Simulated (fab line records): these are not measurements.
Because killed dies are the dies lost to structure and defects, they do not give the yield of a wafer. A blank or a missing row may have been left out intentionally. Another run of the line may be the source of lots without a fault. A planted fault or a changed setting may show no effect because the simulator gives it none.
Matching of chambers || flow nand-harc || cmp-01 running NHARC_A_DECK1_JOINT_CMP_13: 4 sister chambers
The step polishes, target thk 51.023 nm. 4 wafers are shown with their chamber, then 6 later ones without.

WAFERS PAIRED WITH THEIR CHAMBERS
{"wafer": "L891.4", "chamber": 2, "motor-current-A (A)": 8.5}
{"wafer": "L897.4", "chamber": 0, "motor-current-A (A)": 11.2}
{"wafer": "L902.4", "chamber": 1, "motor-current-A (A)": 9.4}
{"wafer": "L902.6", "chamber": 3, "motor-current-A (A)": 12.8}

WAFERS WHOSE CHAMBER IS MISSING
{"wafer": "L908.1", "motor-current-A (A)": 9.9}
{"wafer": "L908.2", "motor-current-A (A)": 11.1}
{"wafer": "L908.4", "motor-current-A (A)": 13.2}
{"wafer": "L910.2", "motor-current-A (A)": 8.5}
{"wafer": "L910.3", "motor-current-A (A)": 12.4}
{"wafer": "L910.5", "motor-current-A (A)": 11.4}

WHICH CHAMBER EACH ONE RAN IN
{"wafer": "L908.1", "from the rows above": 1, "in truth": 1}
{"wafer": "L908.2", "from the rows above": 0, "in truth": 0}
{"wafer": "L908.4", "from the rows above": 3, "in truth": 3}
{"wafer": "L910.2", "from the rows above": 2, "in truth": 2}
{"wafer": "L910.3", "from the rows above": 3, "in truth": 3}
{"wafer": "L910.5", "from the rows above": 0, "in truth": 0}
Correctly placed: 6 of 6. From these rows, 0 cannot be placed. Number placed wrongly: 0.
How it was worked out, from the rows above alone: a wafer's distance from a chamber is the root of the sum, over the readings, of the square of ((its reading less the chamber's mean) divided by the reading's scatter). If the next closest chamber is less than 2 further off than the closest, the wafer can't be placed; otherwise it belongs to the closest. Each chamber's mean is taken over the wafers shown for it. The scatter (one wafer shown for each chamber): square how far every hidden wafer sits from the nearest shown wafer, average those squares and take the square root.
